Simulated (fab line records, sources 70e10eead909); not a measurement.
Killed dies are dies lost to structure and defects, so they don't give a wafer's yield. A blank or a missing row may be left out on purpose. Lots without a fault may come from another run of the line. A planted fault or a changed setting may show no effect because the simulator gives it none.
Tool commonality check | flow nand_harc | 3 lots, 9 wafers sampled

WHY IT WAS OPENED
At NHARC_END_SORT_01 the reading killed_dies is flagged on 3 of 3 lots. Wafers without a fault read 32, standard deviation 11.
Rule: a lot is flagged when every wafer of it that has a number lies more than 4 standard deviations from that mean, or none has a number. The other lots count as sound.

lot  | measured     | on        | killed_dies, wafer by wafer | flag
L650 | day 22 00:13 | prober-02 | 677 677 677                 | FLAGGED
L651 | day 22 03:44 | prober-01 | 677 677 677                 | FLAGGED
L652 | day 22 09:38 | prober-02 | 677 677 677                 | FLAGGED
The numbers of the flagged lots are 677 on average: +645 against the usual, or +59 standard deviations.

WHICH TOOL RAN EACH LOT
The record holds 4 process steps before the reading, out of a route of 1159 steps. In each cell: the tool, then ch and the chambers that the sampled wafers went through, then the start.
lot  | flag    | NHARC_A_STAIRCASE_ETCH_15                     | NHARC_A_STAIRCASE_TRIM_16          | NHARC_A_STAIRCASE_ETCH_17                     | NHARC_A_STAIRCASE_ETCH_25
L650 | FLAGGED | rie_diel-07 ch 0,1,2, day 14 01:14 or earlier | rie_diel-07 ch 0,1,2, day 14 01:14 | rie_diel-07 ch 0,1,2, day 22 00:13 or earlier | rie_diel-05 ch 0,2,3, day 22 00:13 or earlier
L651 | FLAGGED | rie_diel-04 ch 1,2,3, day 14 01:35 or earlier | rie_diel-04 ch 2,3, day 14 01:35   | rie_diel-04 ch 2,3, day 22 03:44 or earlier   | rie_diel-04 ch 0,3, day 22 03:44 or earlier
L652 | FLAGGED | rie_diel-05 ch 0,2,3, day 14 10:51 or earlier | rie_diel-05 ch 0,1,2, day 14 10:51 | rie_diel-05 ch 1,2,3, day 22 09:38 or earlier | rie_diel-04 ch 0,1,3, day 22 09:38 or earlier
What these steps do:
- NHARC_A_STAIRCASE_ETCH_15: etches the open film in C4F8/O2, target depth 100 nm, time 40.5 s.
- NHARC_A_STAIRCASE_TRIM_16: chemistry O2, time 211.2 s.
- NHARC_A_STAIRCASE_ETCH_17: etches the open film in C4F8/O2, target depth 100 nm, time 40.5 s.
- NHARC_A_STAIRCASE_ETCH_25: etches the open film in C4F8/O2, target depth 100 nm, time 40.5 s.
- NHARC_END_SORT_01

FLAGGED OVER TOTAL, TOOL BY TOOL (the gauges that took the reading come last)
step                      | tool        | lots run | flagged | share of the flagged lots | sound lots run after its first flagged lot
NHARC_A_STAIRCASE_ETCH_15 | rie_diel-04 | 1        | 1       | some                      | 0
NHARC_A_STAIRCASE_ETCH_15 | rie_diel-05 | 1        | 1       | some                      | 0
NHARC_A_STAIRCASE_ETCH_15 | rie_diel-07 | 1        | 1       | some                      | 0
NHARC_A_STAIRCASE_TRIM_16 | rie_diel-04 | 1        | 1       | some                      | 0
NHARC_A_STAIRCASE_TRIM_16 | rie_diel-05 | 1        | 1       | some                      | 0
NHARC_A_STAIRCASE_TRIM_16 | rie_diel-07 | 1        | 1       | some                      | 0
NHARC_A_STAIRCASE_ETCH_17 | rie_diel-04 | 1        | 1       | some                      | 0
NHARC_A_STAIRCASE_ETCH_17 | rie_diel-05 | 1        | 1       | some                      | 0
NHARC_A_STAIRCASE_ETCH_17 | rie_diel-07 | 1        | 1       | some                      | 0
NHARC_A_STAIRCASE_ETCH_25 | rie_diel-04 | 2        | 2       | some                      | 0
NHARC_A_STAIRCASE_ETCH_25 | rie_diel-05 | 1        | 1       | some                      | 0
NHARC_END_SORT_01         | prober-01   | 1        | 1       | some                      | 0
NHARC_END_SORT_01         | prober-02   | 2        | 2       | some                      | 0
NHARC_A_STAIRCASE_ETCH_15 gives no start for some lots, so the hours and the order of its lots are those of NHARC_A_STAIRCASE_TRIM_16. NHARC_A_STAIRCASE_ETCH_17 gives no start for some lots, so the hours and the order of its lots are those of NHARC_END_SORT_01. NHARC_A_STAIRCASE_ETCH_25 gives no start for some lots, so the hours and the order of its lots are those of NHARC_END_SORT_01.

WHAT THE TABLE ALLOWS
No row of the table ran every flagged lot.

WHAT THE SIMULATOR HAD PUT IN
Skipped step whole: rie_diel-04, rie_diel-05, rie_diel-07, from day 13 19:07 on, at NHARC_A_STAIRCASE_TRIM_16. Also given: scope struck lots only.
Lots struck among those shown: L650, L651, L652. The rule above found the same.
